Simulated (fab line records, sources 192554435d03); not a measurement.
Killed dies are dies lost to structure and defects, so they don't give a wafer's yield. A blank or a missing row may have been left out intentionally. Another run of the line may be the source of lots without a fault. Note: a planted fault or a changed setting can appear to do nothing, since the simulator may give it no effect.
Matching of chambers + flow n5 finfet + N5_PMOS_HMC_CHANNEL_EPI_CMP_21 on cmp-02: 4 sister chambers
The step polishes SiGe30, target thk 54 nm. 8 wafers are shown with their chamber, then 7 later ones without.

## WAFERS, EACH WITH ITS CHAMBER
| wafer  | chamber | motor current A (A) |
|--------|---------|---------------------|
| L081.1 | 1       | 11.4                |
| L081.5 | 3       | 10.1                |
| L086.2 | 1       | 11.6                |
| L086.5 | 3       | 10.3                |
| L087.3 | 0       | 10.6                |
| L087.6 | 2       | 11.7                |
| L091.1 | 0       | 10.2                |
| L091.3 | 2       | 12.1                |

## WAFERS MISSING THEIR CHAMBER
| wafer  | motor current A (A) |
|--------|---------------------|
| L091.4 | 10.7                |
| L094.1 | 10.6                |
| L094.4 | 12.5                |
| L094.6 | 10.1                |
| L096.2 | 12.1                |
| L096.3 | 10.6                |
| L096.4 | 10.5                |

## WHICH CHAMBER EACH ONE RAN IN
| wafer  | from the rows above     | in truth |
|--------|-------------------------|----------|
| L091.4 | can't be placed: 0 or 3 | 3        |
| L094.1 | can't be placed: 0 or 3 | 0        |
| L094.4 | can't be placed: 2 or 1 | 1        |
| L094.6 | can't be placed: 3 or 0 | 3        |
| L096.2 | can't be placed: 2 or 1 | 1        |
| L096.3 | can't be placed: 0 or 3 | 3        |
| L096.4 | can't be placed: 0 or 3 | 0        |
0 of 7 placed correctly. These rows do not allow placing 7 (true chamber among the candidates in 7). Wrongly placed: 0.
How it was worked out, from the rows above alone: a wafer's distance from a chamber is the root of the sum, over the readings, of the square of ((its reading less the chamber's mean) divided by the reading's scatter). The wafer belongs to the nearest chamber; if the next one is less than 2 further off, it can't be placed. Each chamber's mean is taken over the wafers shown for it. The scatter: the root of (the sum of the squares of (reading less its chamber's mean) over the shown wafers, divided by (wafers less chambers)).
